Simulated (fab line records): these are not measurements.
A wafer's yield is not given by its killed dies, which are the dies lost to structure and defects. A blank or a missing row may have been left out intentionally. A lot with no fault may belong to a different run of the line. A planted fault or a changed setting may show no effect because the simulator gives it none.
fab line records -- flow n5Finfet
[record] lots = 6, wafers = 18, lastDay = 16
route steps=1938 shown BEOL_M1@806 BEOL_M2@841 PASSIVATION@1936
lots untouched by any fault: they come from a run of this same line in which no faults occurred
startH: hours from the record's opening day to when the first of the lot's shown wafers began -- waitH: how many hours have passed since the lot's step before this one -- " identical to the entry in the row above -- L1.1+2: a row that stands for several wafers -- - no value, or no start was given -- * or withheld: withheld -- < > ~ a bound
route shown NAME@n: names a module that has steps shown in the file, with the first one's number in the route -- usual: mean/standard deviation of fault-free wafers -- same: alike in all rows -- chamber/n: place in a boat -- sites: the reading at each site -- _std_site: the standard deviation of these -- _edge_site: mean of outer sites minus mean of inner sites -- radiusMm: for every site, how far away it sits from the centre of the wafer -- mask NAME#n: copy n -- behind: tool/chamber where the wafer was last shaped -- hold: why the lot went on hold/how many hours it stayed there/how the hold came to an end -- device: whichever transistor did not switch (one of n, p or np) -- end of line: tests of these same wafers at the route's end -- where a step has no rows: the recipe by itself -- killed: dies that structure and defects cost at the first sort, which is not the same as the wafer's yield -- map: per-die view of a wafer (x killed, . not killed, _ where there is no die)
set.NAME: setting as actually run; set.NAME@STEP: the setting as run at that earlier step -- model.NAME: the simulator's own value behind a step, which no gauge read
a table for each step, a row for each wafer; lots at some steps of the route
services: from which hour (startH, from the record's first day; less than 0 if before it) a tool's chamber was out of use, for how many hours, and why
[[steps]]
[step N5_BEOL_M1_PRECLEAN_42]
[recipe] chemistry = residueRemover, timeS = 60, tempC = 40
[step N5_BEOL_M1_SRD_43]
[recipe] timeS = 30, tempC = 23, rinseLiquid = diw, dry = ipaMarangoni
[step N5_BEOL_M1_CD_MEAS_35]
[recipe] targetCdNm = 18, targetCdYNm = 21, polarity = opening
[usual] cdNm = 18.0/0.41
lot.wafer,tool,chamber,startH,waitH,cdNm
L747.1,cdSem-02,-,127.73,0.0,16.9
L747.2,cdSem-02,-,127.73,0.0,17.8
L747.6,cdSem-02,-,127.73,0.0,18.3
L755.1,cdSem-01,-,177.08,0.0,18.1
L755.4,cdSem-01,-,177.08,0.0,18.5
L755.6,cdSem-01,-,177.08,0.0,18.0
L756.2,cdSem-01,-,183.75,0.0,18.9
L756.5,cdSem-01,-,183.75,0.0,18.5
L756.6,cdSem-01,-,183.75,0.0,18.2
L760.1,cdSem-01,-,205.60,0.0,17.8
L760.4,cdSem-01,-,205.60,0.0,17.8
L760.6,cdSem-01,-,205.60,0.0,17.9
L764.2,cdSem-02,-,226.36,0.0,18.7
L764.3,cdSem-02,-,226.36,0.0,18.3
L764.4,cdSem-02,-,226.36,0.0,18.8
L767.3,cdSem-02,-,245.45,0.0,18.2
L767.5,cdSem-02,-,245.45,0.0,18.5
L767.6,cdSem-02,-,245.45,0.0,17.6
[step N5_BEOL_M1_DEGAS_44]
[recipe] ambient = vacuum, tempC = 250, timeS = 60
[step N5_BEOL_M1_PRE_CLEAN_45]
[recipe] gas = H2/He, timeS = 30, tempC = 250
[step N5_BEOL_M1_ALD_84]
[recipe] material = TaN, targetThkA = *, tempC = 275, aldPrecursorFamily = PDMAT, aldCoReactant = NH3, pressureTorr = 3, carrierFlowSccm = 1500, pulseTimeS = 2, purgeTimeS = 3, coReactantPurgeTimeS = 2, coReactantPulseTimeS = 3, aldCycles = 30, precursorVesselTempC = 75, precursorVesselPressureTorr = 26.25, precursorVesselCarrierSccm = 1000
[step N5_BEOL_M1_SURFACE_TREAT_85]
[recipe] gas = Ar, timeS = *, ionEnergyEv = *, ionCurrentMaCm2 = 0.5, pressureMtorr = *, arFlowSccm = 30
[step N5_BEOL_M1_CVD_47]
[recipe] material = Co, targetThkA = 30, tempC = withheld, precursor = CCTBA/H2, pressureTorr = 30, timeS = 223.8
[step N5_BEOL_M1_SPUTTER_48]
[recipe] material = Cu, targetThkA = 45, tempC = -20, chamberPressurePa = 0.07, powerW = withheld, timeS = 8.29
[step N5_BEOL_M1_ANNEAL_49]
[recipe] tempC = 400, timeS = 240, ambient = vacuum
[usual] heaterPowerW = 811/81
lot.wafer,tool,chamber,startH,waitH,heaterPowerW
L747.1,pvdSputter-01,-,128.71,0.0,742
L747.2,pvdSputter-01,-,128.71,0.0,727
L747.6,pvdSputter-01,-,128.71,0.0,731
L755.1,pvdSputter-01,-,178.69,0.0,916
L755.4,pvdSputter-01,-,178.69,0.0,718
L755.6,pvdSputter-01,-,178.69,0.0,729
L756.2,pvdSputter-01,-,184.74,0.0,788
L756.5,pvdSputter-01,-,184.74,0.0,731
L756.6,pvdSputter-01,-,184.74,0.0,920
L760.1,pvdSputter-02,-,206.83,0.0,983
L760.4,pvdSputter-02,-,206.83,0.0,868
L760.6,pvdSputter-02,-,206.83,0.0,878
L764.2,pvdSputter-03,-,227.59,0.0,781
L764.3,pvdSputter-03,-,227.59,0.0,753
L764.4,pvdSputter-03,-,227.59,0.0,803
L767.3,pvdSputter-03,-,246.54,0.0,739
L767.5,pvdSputter-03,-,246.54,0.0,745
L767.6,pvdSputter-03,-,246.54,0.0,757
[step N5_BEOL_M1_SPUTTER_79]
[recipe] material = Cu, targetThkA = 45, tempC = -20, chamberPressurePa = 0.07, powerW = withheld, timeS = 8.29
[step N5_BEOL_M1_ANNEAL_80]
[recipe] tempC = 400, timeS = 240, ambient = vacuum
[usual] heaterPowerW = 811/83
lot.wafer,tool,chamber,startH,waitH,heaterPowerW
L747.1,pvdSputter-01,-,128.93,0.0,731
L747.2,pvdSputter-01,-,128.93,0.0,738
L747.6,pvdSputter-01,-,128.93,0.0,720
L755.1,pvdSputter-01,-,178.94,0.0,930
L755.4,pvdSputter-01,-,178.94,0.0,729
L755.6,pvdSputter-01,-,178.94,0.0,715
L756.2,pvdSputter-01,-,184.96,0.0,799
L756.5,pvdSputter-01,-,184.96,0.0,731
L756.6,pvdSputter-01,-,184.96,0.0,974
L760.1,pvdSputter-02,-,207.05,0.0,1018
L760.4,pvdSputter-02,-,207.05,0.0,867
L760.6,pvdSputter-02,-,207.05,0.0,876
L764.2,pvdSputter-03,-,227.81,0.0,746
L764.3,pvdSputter-03,-,227.81,0.0,739
L764.4,pvdSputter-03,-,227.81,0.0,822
L767.3,pvdSputter-03,-,246.77,0.0,729
L767.5,pvdSputter-03,-,246.77,0.0,764
L767.6,pvdSputter-03,-,246.77,0.0,735
[step N5_BEOL_M1_SPUTTER_81]
[recipe] material = Cu, targetThkA = 45, tempC = -20, chamberPressurePa = 0.07, powerW = withheld, timeS = 8.29
[usual] chuckSensorTempC = -15.9/0.53, throttleValvePct = 30.0/1.6
lot.wafer,tool,chamber,startH,waitH,chuckSensorTempC,throttleValvePct
L747.1,pvdSputter-01,-,129.07,0.1,-16.4,27.0
L747.2,pvdSputter-01,-,129.07,0.1,-15.2,28.9
L747.6,pvdSputter-01,-,129.07,0.1,-16.4,27.3
L755.1,pvdSputter-01,-,179.10,0.1,-16.0,30.6
L755.4,pvdSputter-01,-,179.10,0.1,-16.4,27.3
L755.6,pvdSputter-01,-,179.10,0.1,-16.6,27.2
L756.2,pvdSputter-01,-,185.10,0.1,-16.6,30.6
L756.5,pvdSputter-01,-,185.10,0.1,-16.5,27.2
L756.6,pvdSputter-01,-,185.10,0.1,-16.0,31.0
L760.1,pvdSputter-02,-,207.19,0.1,-16.2,29.3
L760.4,pvdSputter-02,-,207.19,0.1,-16.0,31.7
L760.6,pvdSputter-02,-,207.19,0.1,-16.0,31.5
L764.2,pvdSputter-03,-,227.95,0.1,-16.0,28.6
L764.3,pvdSputter-03,-,227.95,0.1,-14.6,28.1
L764.4,pvdSputter-03,-,227.95,0.1,-15.8,29.9
L767.3,pvdSputter-03,-,246.93,0.1,-16.7,32.7
L767.5,pvdSputter-03,-,246.93,0.1,-16.2,28.4
L767.6,pvdSputter-03,-,246.93,0.1,-16.7,32.4
[step N5_BEOL_M1_ANNEAL_82]
[recipe] tempC = 400, timeS = 240, ambient = vacuum
[step N5_BEOL_M1_SPUTTER_86]
[recipe] material = Cu, targetThkA = 45, tempC = -20, chamberPressurePa = 0.07, powerW = withheld, timeS = 8.29
[usual] chuckSensorTempC = -15.9/0.52, throttleValvePct = 30.0/1.6
lot.wafer,tool,chamber,startH,waitH,chuckSensorTempC,throttleValvePct
L747.1,pvdSputter-01,-,129.29,0.1,-16.5,27.3
L747.2,pvdSputter-01,-,129.29,0.1,-15.3,29.1
L747.6,pvdSputter-01,-,129.29,0.1,-16.4,27.4
L755.1,pvdSputter-01,-,179.35,0.1,-15.9,30.8
L755.4,pvdSputter-01,-,179.35,0.1,-16.5,27.4
L755.6,pvdSputter-01,-,179.35,0.1,-16.5,27.2
L756.2,pvdSputter-01,-,185.32,0.1,-16.5,30.4
L756.5,pvdSputter-01,-,185.32,0.1,-16.4,27.2
L756.6,pvdSputter-01,-,185.32,0.1,-15.9,30.9
L760.1,pvdSputter-02,-,207.41,0.1,-16.1,29.3
L760.4,pvdSputter-02,-,207.41,0.1,-16.0,31.5
L760.6,pvdSputter-02,-,207.41,0.1,-16.0,31.8
L764.2,pvdSputter-03,-,228.17,0.1,-16.1,28.7
L764.3,pvdSputter-03,-,228.17,0.1,-14.9,28.0
L764.4,pvdSputter-03,-,228.17,0.1,-15.7,29.8
L767.3,pvdSputter-03,-,247.16,0.1,-16.9,32.7
L767.5,pvdSputter-03,-,247.16,0.1,-16.0,28.8
L767.6,pvdSputter-03,-,247.16,0.1,-16.6,32.6
[step N5_BEOL_M1_ANNEAL_87]
[recipe] tempC = 400, timeS = 240, ambient = vacuum
[step N5_BEOL_M1_SPUTTER_88]
[recipe] material = Cu, targetThkA = 45, tempC = -20, chamberPressurePa = 0.07, powerW = withheld, timeS = 8.29
[step N5_BEOL_M1_ANNEAL_89]
[recipe] tempC = 400, timeS = 240, ambient = vacuum
[step N5_BEOL_M1_SPUTTER_90]
[recipe] material = Cu, targetThkA = 45, tempC = -20, chamberPressurePa = 0.07, powerW = withheld, timeS = 8.29
[step N5_BEOL_M1_ANNEAL_91]
[recipe] tempC = 400, timeS = 240, ambient = vacuum
[step N5_BEOL_M1_SPUTTER_92]
[recipe] material = Cu, targetThkA = 45, tempC = -20, chamberPressurePa = 0.07, powerW = withheld, timeS = 8.29
[step N5_BEOL_M1_ANNEAL_93]
[recipe] tempC = 400, timeS = 240, ambient = vacuum
[step N5_BEOL_M1_SPUTTER_94]
[recipe] material = Cu, targetThkA = 45, tempC = -20, chamberPressurePa = 0.07, powerW = withheld, timeS = 8.29
[step N5_BEOL_M1_ANNEAL_95]
[recipe] tempC = 400, timeS = 240, ambient = vacuum
[step N5_BEOL_M1_SPUTTER_96]
[recipe] material = Cu, targetThkA = 45, tempC = -20, chamberPressurePa = 0.07, powerW = withheld, timeS = 8.29
[step N5_BEOL_M1_ECD_50]
[recipe] material = Cu, targetThkA = 3000
[step N5_BEOL_M1_ANNEAL_51]
[recipe] tempC = 225, timeS = 90, ambient = N2
[step N5_BEOL_M1_CMP_52]
[recipe] stopOn = SiOC, tOverpolishS = 6.8, downForcePsi = 1, platenRpm = 50, clearingPlatenDownForcePsi = 1.5, clearingPlatenRpm = 50, postCmpClean = cuAlkaline, targetThkNm = 40, clearingPlatenPadVelocityMS = 0.99484, padVelocityMS = 0.99484
[usual] barrierFieldEndpointS = 24.5/0.78, headPressurePsi = 1.0001/0.0021, motorCurrentA = 6.3/0.61, overpolishRunS = 6.800/0.0088, timeToEndpointS = 61/4.2
lot.wafer,tool,chamber,startH,waitH,barrierFieldEndpointS,headPressurePsi,motorCurrentA,overpolishRunS,timeToEndpointS
L747.2,cmp-04,2,131.01,0.2,24.0,0.9999,6.0,6.796,56
L747.1,cmp-04,0,131.01,0.2,24.1,1.0010,6.7,6.789,58
L747.6,cmp-04,1,131.01,0.2,24.2,1.0006,6.9,6.799,55
L755.4,cmp-04,0,181.09,0.1,25.9,1.0039,6.3,6.792,65
L755.1,cmp-04,1,181.09,0.1,24.1,0.9999,6.8,6.808,59
L755.6,cmp-04,1,181.09,0.1,24.4,0.9988,6.7,6.790,60
L756.2,cmp-04,1,187.02,0.3,24.3,1.0012,6.9,6.776,62
L756.6,cmp-04,2,187.02,0.3,26.5,0.9966,6.0,6.809,72
L756.5,cmp-04,3,187.02,0.3,25.5,0.9979,6.7,6.799,64
L760.4,cmp-04,0,209.00,0.1,25.6,1.0021,6.7,6.813,62
L760.1,cmp-04,1,209.00,0.1,23.7,1.0029,6.9,6.801,59
L760.6,cmp-04,1,209.00,0.1,24.7,1.0033,7.2,6.790,60
L764.3,cmp-04,3,229.89,0.2,24.4,0.9973,6.6,6.810,61
L764.2,cmp-04,0,229.89,0.2,25.0,0.9991,6.3,6.800,62
L764.4,cmp-04,1,229.89,0.2,23.4,0.9974,7.0,6.790,60
L767.3,cmp-03,2,248.97,0.3,24.5,1.0000,7.3,6.792,67
L767.6,cmp-03,3,248.97,0.3,23.9,0.9998,5.3,6.805,60
L767.5,cmp-03,0,248.97,0.3,23.2,1.0014,5.4,6.808,56
[step N5_BEOL_M1_PRE_CLEAN_60]
[recipe] gas = NH3/H2, timeS = 15, tempC = *, rfPowerW = 300
[step N5_BEOL_M1_CO_CAP_55]
[recipe] material = Co, targetThkA = 20, tempC = 200, precursor = CCTBA/H2, pressureTorr = 30, timeS = 102.1
[step N5_BEOL_M1_PRE_CLEAN_56]
[recipe] gas = NH3, timeS = 15, tempC = withheld, rfPowerW = 300
[step N5_BEOL_M1_DEP_57]
[recipe] material = SiCN, targetThkA = 80, tempC = withheld, precursor = 3MS/NH3, pressureTorr = 3, rfW = 202, timeS = 14
[step N5_BEOL_M1_RS_MEAS_58]
[recipe] thkMeasGauge = four-point-probe, reads = Co_of_BEOL_M1_CO_CAP_55+Cu_of_BEOL_M1_ECD_50+Co_of_BEOL_M1_CVD_47+TaN_of_BEOL_M1_ALD_84
[usual] M1_RS = 0.69/0.04
lot.wafer,tool,chamber,startH,waitH,M1_RS[ohm/sq]
L747.1,filmMetro-01,-,131.52,0.0,0.68
L747.2,filmMetro-01,-,131.52,0.0,0.68
L747.6,filmMetro-01,-,131.52,0.0,0.68
L755.1,filmMetro-01,-,181.64,0.0,0.80
L755.4,filmMetro-01,-,181.64,0.0,0.68
L755.6,filmMetro-01,-,181.64,0.0,0.73
L756.2,filmMetro-01,-,187.46,0.1,0.69
L756.5,filmMetro-01,-,187.46,0.1,0.68
L756.6,filmMetro-01,-,187.46,0.1,0.63
L760.1,filmMetro-02,-,209.57,0.1,0.70
L760.4,filmMetro-02,-,209.57,0.1,0.63
L760.6,filmMetro-02,-,209.57,0.1,0.66
L764.2,filmMetro-02,-,230.44,0.1,0.72
L764.3,filmMetro-02,-,230.44,0.1,0.72
L764.4,filmMetro-02,-,230.44,0.1,0.68
L767.3,filmMetro-01,-,249.44,0.1,0.69
L767.5,filmMetro-01,-,249.44,0.1,0.74
L767.6,filmMetro-01,-,249.44,0.1,0.70
[step N5_BEOL_M2_ILD_DEP_00]
[recipe] material = SiOC, targetThkA = 790, tempC = 350, precursor = DEMS/O2, pressureTorr = 5, rfW = 500, timeS = 15.3
[usual] chamberPressureTorr = 5.001/0.011, heaterPowerW = 517/77, showerheadPlenumPTorr = 5.690/0.014, showerheadVppV = 1358/82, throttleValvePct = 12.0/1
lot.wafer,tool,chamber,startH,waitH,chamberPressureTorr,heaterPowerW,showerheadPlenumPTorr,showerheadVppV,throttleValvePct
L747.1,pecvd-04,2,131.59,0.0,4.995,475,5.710,1277,11.5
L747.2,pecvd-04,1,131.59,0.0,4.991,659,5.691,1444,12.2
L747.6,pecvd-04,1,131.59,0.0,4.979,694,5.691,1438,12.2
L755.1,pecvd-02,1,181.70,0.0,4.982,396,5.688,1394,12.1
L755.4,pecvd-02,1,181.70,0.0,4.982,406,5.692,1388,12.2
L755.6,pecvd-02,2,181.70,0.0,4.999,521,5.691,1290,11.0
L756.2,pecvd-03,1,187.53,0.0,5.002,432,5.685,1277,13.3
L756.5,pecvd-03,1,187.53,0.0,4.992,438,5.683,1278,12.6
L756.6,pecvd-03,0,187.53,0.0,4.994,498,5.671,1522,10.6
L760.1,pecvd-03,1,209.64,0.0,5.013,470,5.683,1270,13.2
L760.4,pecvd-03,1,209.64,0.0,5.018,492,5.687,1291,13.0
L760.6,pecvd-03,1,209.64,0.0,5.008,493,5.678,1272,12.9
L764.2,pecvd-03,1,230.50,0.0,5.018,503,5.678,1289,13.0
L764.3,pecvd-03,0,230.50,0.0,5.004,523,5.647,1504,10.8
L764.4,pecvd-03,1,230.50,0.0,4.995,503,5.689,1286,13.2
L767.3,pecvd-02,1,249.50,0.0,4.990,446,5.707,1390,12.1
L767.5,pecvd-02,2,249.50,0.0,4.998,550,5.690,1280,11.1
L767.6,pecvd-02,1,249.50,0.0,5.014,445,5.703,1390,12.0
[step N5_BEOL_M2_THK_MEAS_01]
[recipe] reads = SiOC_of_BEOL_M2_ILD_DEP_00
[usual] M2_ILD_THK = 79.3/1.1
lot.wafer,tool,chamber,startH,waitH,M2_ILD_THK[nm]
L747.1,filmMetro-02,-,131.65,0.0,78.3
L747.2,filmMetro-02,-,131.65,0.0,79.0
L747.6,filmMetro-02,-,131.65,0.0,79.9
L755.1,filmMetro-01,-,181.77,0.0,78.0
L755.4,filmMetro-01,-,181.77,0.0,80.1
L755.6,filmMetro-01,-,181.77,0.0,79.5
L756.2,filmMetro-02,-,187.59,0.1,79.7
L756.5,filmMetro-02,-,187.59,0.1,81.6
L756.6,filmMetro-02,-,187.59,0.1,78.2
L760.1,filmMetro-01,-,209.72,0.1,78.3
L760.4,filmMetro-01,-,209.72,0.1,80.0
L760.6,filmMetro-01,-,209.72,0.1,79.6
L764.2,filmMetro-01,-,230.59,0.1,77.7
L764.3,filmMetro-01,-,230.59,0.1,77.6
L764.4,filmMetro-01,-,230.59,0.1,78.9
L767.3,filmMetro-02,-,249.59,0.1,81.0
L767.5,filmMetro-02,-,249.59,0.1,80.9
L767.6,filmMetro-02,-,249.59,0.1,81.9
[step N5_BEOL_M2_PECVD_72]
[recipe] material = SiO2, targetThkA = 160, tempC = 400, precursor = TEOS/O2, pressureTorr = 5.5, rfW = 450, teosFlowSccm = 53.8, gas = O2, flowSccm = 3000, timeS = 18
[step N5_BEOL_M2_HM_DEP_02]
[recipe] material = TiN, targetThkA = 200, tempC = 25, chamberPressurePa = 0.49996
[step N5_BEOL_M2_COAT_61]
[recipe] resist = SOC, tempC = 250, timeS = 60, spinRpm = 1500, resistThkNm = 60
[step N5_BEOL_M2_COAT_62]
[recipe] resist = SiARC, tempC = 220, timeS = 60, spinRpm = 1500, resistThkNm = 12
[step N5_BEOL_M2_COAT_73]
[recipe] resist = underlayer, tempC = 205, timeS = 60, spinRpm = 1500, resistThkNm = 5
[step N5_PASSIVATION_PROBE_49]
[usual] defectLimitedYield = 91.0/1.4, killed_at_M0_to_M3 = 36/11, killed_at_M4_up = 13/5.4, killedAtContacts = 12/6.4, killedAtFrontEnd = 41/13, killedAtOther = 2.9/2.3, killedDies = 106/17, killedOpen = 70/12, killedShort = 34/8.4, sort_bin_5_function = 5.2/1, sort_bin_6_memory = 3.4/0.63, sortNPass = 1074/18, sortYieldPct = 91.0/1.6
[same] grossDies = 1180, killedAtBackSide = 0, sort_bin_4_leakage[%] = 0, sort_bin_8_speed[%] = 0
lot.wafer,tool,chamber,startH,waitH,defectLimitedYield[%],killed_at_M0_to_M3,killed_at_M4_up,killedAtContacts,killedAtFrontEnd,killedAtOther,killedDies,killedOpen,killedShort,sort_bin_5_function[%],sort_bin_6_memory[%],sortNPass,sortYieldPct[%]
L755.1,prober-02,-,319.28,0.0,84.9,124,13,8,28,5,178,64,32,8.9,4.0,1002,84.9
L755.4,prober-02,-,319.43,0.2,78.0,182,9,10,56,3,260,80,38,13.7,5.1,920,78.0
L755.6,prober-02,-,319.53,0.3,78.9,168,10,6,61,4,249,87,36,13.8,4.3,931,78.9
L756.2,prober-02,-,322.91,0.1,85.3,119,8,13,34,0,174,66,34,8.2,4.2,1006,85.3
L756.5,prober-02,-,323.06,0.2,82.1,167,7,14,20,3,211,44,27,9.7,4.3,969,82.1
L756.6,prober-02,-,323.11,0.3,84.1,137,11,10,28,2,188,63,29,9.2,3.5,992,84.1
L760.1,prober-01,-,347.99,0.0,90.2,48,12,6,48,2,116,77,35,5.9,3.5,1064,90.2
L760.4,prober-01,-,348.14,0.2,90.3,44,18,10,43,0,115,73,39,5.6,3.9,1065,90.3
L760.6,prober-01,-,348.24,0.3,90.1,48,17,10,41,1,117,73,42,6.0,3.4,1063,90.1
// killed by level:class
L755.1 BEOL_M1:unspecified=82 BEOL_M1:geometricParticle:open=17 STI_FIN_REVEAL:geometricParticle:open=8 BEOL_M0_SAQP:geometricParticle:open=6 MOL_CONTACT_COAG:geometricParticle:open=5 FIN_SAQP:geometricParticle:short=4 GATE_CUT:geometricParticle:short=4 BEOL_M0:geometricParticle:open=4
L755.4 BEOL_M1:unspecified=142 STI_FIN_REVEAL:geometricParticle:open=17 FIN_SAQP:geometricParticle:short=12 BEOL_M0:geometricParticle:open=10 BEOL_M1:geometricParticle:open=9 MOL_CONTACT_COAG:geometricParticle:open=8 BEOL_M1:geometricParticle:short=8 BEOL_M0_SAQP:geometricParticle:open=7
L755.6 BEOL_M1:unspecified=126 STI_FIN_REVEAL:geometricParticle:open=30 BEOL_M1:geometricParticle:open=11 FIN_SAQP:geometricParticle:short=8 STI_FIN_REVEAL:geometricParticle:short=8 BEOL_M0:geometricParticle:open=8 BEOL_M3:geometricParticle:open=6 MOL_CONTACT_COAG:geometricParticle:open=5
L756.2 BEOL_M1:unspecified=72 BEOL_M0_SAQP:geometricParticle:open=17 BEOL_M0_SAQP:geometricParticle:short=13 MOL_CONTACT_COAG:geometricParticle:open=9 BEOL_M1:geometricParticle:open=9 FIN_SAQP:geometricParticle:open=8 FIN_SAQP:geometricParticle:short=5 MOL_CONTACT_COAG:geometricParticle:short=4
L756.5 BEOL_M1:unspecified=139 MOL_CONTACT_COAG:geometricParticle:open=12 BEOL_M0_SAQP:geometricParticle:short=9 BEOL_M1:geometricParticle:open=7 BEOL_M0_SAQP:geometricParticle:open=5 STARTING-WAFER:geometricParticle:open=4 STI_FIN_REVEAL:geometricParticle:open=3 BEOL_M4:geometricParticle:open=3
L756.6 BEOL_M1:unspecified=88 BEOL_M0_SAQP:geometricParticle:open=14 BEOL_M0_SAQP:geometricParticle:short=13 BEOL_M1:geometricParticle:open=11 MOL_CONTACT_COAG:geometricParticle:open=9 HKMG_FIN:areaEtch=8 GATE_CUT:geometricParticle:short=6 BEOL_M3:geometricParticle:open=5
L760.1 FIN_SAQP:geometricParticle:open=13 BEOL_M0_SAQP:geometricParticle:open=11 BEOL_M2:geometricParticle:open=11 GATE_CUT:geometricParticle:short=8 BEOL_M1:geometricParticle:open=8 GATE_CUT:geometricParticle:open=7 BEOL_M1:geometricParticle:short=6 BEOL_M0_SAQP:geometricParticle:short=5
L760.4 BEOL_M0_SAQP:geometricParticle:short=13 BEOL_M0_SAQP:geometricParticle:open=11 FIN_SAQP:geometricParticle:open=10 FIN_SAQP:geometricParticle:short=9 MOL_CONTACT_COAG:geometricParticle:open=9 BEOL_M4:geometricParticle:open=7 STARTING-WAFER:geometricParticle:open=6 BEOL_M5:geometricParticle:open=6
L760.6 BEOL_M0_SAQP:geometricParticle:short=12 BEOL_M0_SAQP:geometricParticle:open=10 MOL_CONTACT_COAG:geometricParticle:open=9 FIN_SAQP:geometricParticle:open=8 BEOL_M1:geometricParticle:open=7 BEOL_M3:geometricParticle:open=7 BEOL_M2:geometricParticle:open=6 BEOL_M5:geometricParticle:short=6
// map L755.4 (x killed, . not)
_________________............________________
______________.......x....x..x.._____________
___________..x...........x.......x.__________
__________.x.....x........x........._________
________......x..xx...........x.x...x._______
_______......x...........x.........x...______
______xx....................x..........._____
_____...........x..xx............x.......____
____.....x.....x...........x........xx....___
___............x......x....................__
___.....x.x.....x....................x.....__
__x...x..x.............x...x............x..._
__......x............x........x.....x......._
_x.............x...x.......x..........x......
_..x..........x.................xxx..x.x.....
_....x..x.........x...........xxx.xxxx.xx..x.
_...................x.......xxxxxxxxxxxx...x.
_.......x...x..............x.xxxxxxxxxxxx.xx.
_.......................xx..xxxxxxxxxxxxxxx..
_.x................x......x.xxxxxxxxxxxx.x.xx
_..........x.....x......x..x.xxxxxxxxxxxxxx..
__...x..x...................xxxxxxxxxxxxxx.._
__.....................x...x.xxxxxxxxxxxxx.._
___............x.....x..x...xxxxxxxxxxxx..x__
___........xx..........x......xxxxxxxxxx..x__
____...xx.....x................x...xxxx.xx___
_____x....x................x....x..xx.x..____
______x....x....x......................x_____
_______........x.x.........xx.....x....______
________.....x.....x..........x.xx...._______
__________.x.............x.......x.._________
___________.x.x..........x.........__________
______________.x..x....x.x....x._____________
_________________x........x..________________
// map L756.5 (x killed, . not)
_________________............________________
______________............x....._____________
___________................x.......__________
__________....x....................._________
________.........x..................x._______
_______...............x........x.......______
______....................x............._____
_____...........x......x...x............x____
____...........x........................x.___
___.........xx.......x...........x.x.....x.__
___..........x.......x.....x......xx...x...__
__..................................x......._
__..................x......................._
_.................................x.......x..
_......x.......x.......x............x..x.....
_.................x.........x.......xxxxx..xx
_...x......x....x....x........xxxxxxxxxx.x.xx
_.........x.....x..x.......x.xxxxxxxxxxxxxx..
_...............x............xxxxxxxxxxxx....
_................x.........xxxxxxxxxxxxxx.x.x
_..........................xxxxxxxxxxxxxxx...
__.......x..........x...x...xxxxxxxxxxxxxxx._
__.......xx..........xx.x....xxxxxxxxxxxxx.._
___.x............x...x.....xx.xxxxxxxxxxx..__
___.....x..........x........x.x.xxxxxxxxxxx__
____............x.............x.x..xxxxx.x___
_____.........x.........x.............x..____
______......x.................x.....xx.._____
_______........x.......................______
________.........................x...x_______
__________.........................._________
___________........................__________
______________.................._____________
_________________....x.......________________
[[services]]
tool,chamber,startH,hours,kind
cmp-03,-,114.09,0.8,repair
cmp-04,-,150.99,3.7,pm
pecvd-02,0,154.47,4.6,repair
pecvd-03,2,158.88,5.5,scheduledDown
cmp-03,-,185.35,0.9,repair
pecvd-02,0,195.57,5.0,scheduledDown
cmp-03,-,198.21,4.0,pm
pecvd-02,-,199.25,2.6,repair
cmp-03,-,202.21,-,consumableReplace:conditioner
cmp-03,-,202.21,-,consumableReplace:pad
pecvd-03,2,202.38,-,clean
pecvd-03,2,202.38,-,consumableReplace:showerhead
pecvd-03,2,202.38,29.0,scheduledDown
pecvd-03,2,202.38,29.0,ventCycle
pecvd-02,1,222.78,5.5,scheduledDown
pecvd-04,0,225.92,13.6,repair
pecvd-04,-,236.58,14.6,pm
cmp-03,-,242.22,1.0,repair
[[key]]
[firstSign] step = N5_PASSIVATION_PROBE_49, reading = killed_at_M0_to_M3, direction = up, sigmas = 11, usual = 36, struck = 150
[effect] step = N5_PASSIVATION_PROBE_49, reading = defectLimitedYield, direction = down, sigmas = 6.2, usual = 91.0, struck = 82.2
[moreKillsBornAt] N5_BEOL_M1_SPUTTER_81@pvdSputter-01 = 649
metAt N5_BEOL_M1_SPUTTER_81
struckWafers L755.1,L755.4,L755.6,L756.2,L756.5,L756.6
onsetBetween 129.07 179.10
alsoFits N5_BEOL_M1_ANNEAL_49:pvdSputter-01,N5_BEOL_M1_ANNEAL_80:pvdSputter-01,N5_BEOL_M1_SPUTTER_86:pvdSputter-01
[earlierFault] kind = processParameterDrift, tool = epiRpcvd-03, chamber = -, onsetH = 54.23, steps = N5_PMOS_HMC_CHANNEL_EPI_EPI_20, channel = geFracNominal, offset = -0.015, shape = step, stated = 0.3
[earlierFault] kind = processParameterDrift, tool = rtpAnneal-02, chamber = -, onsetH = 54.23, steps = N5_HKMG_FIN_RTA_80, channel = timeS, offset = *, shape = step, actsIn = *, stated = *
[fault] kind = chamberParticleSource, tool = pvdSputter-01, chamber = -, onsetH = 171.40, steps = N5_BEOL_M1_SPUTTER_81, ratePerVisitCm2 = 1.2898
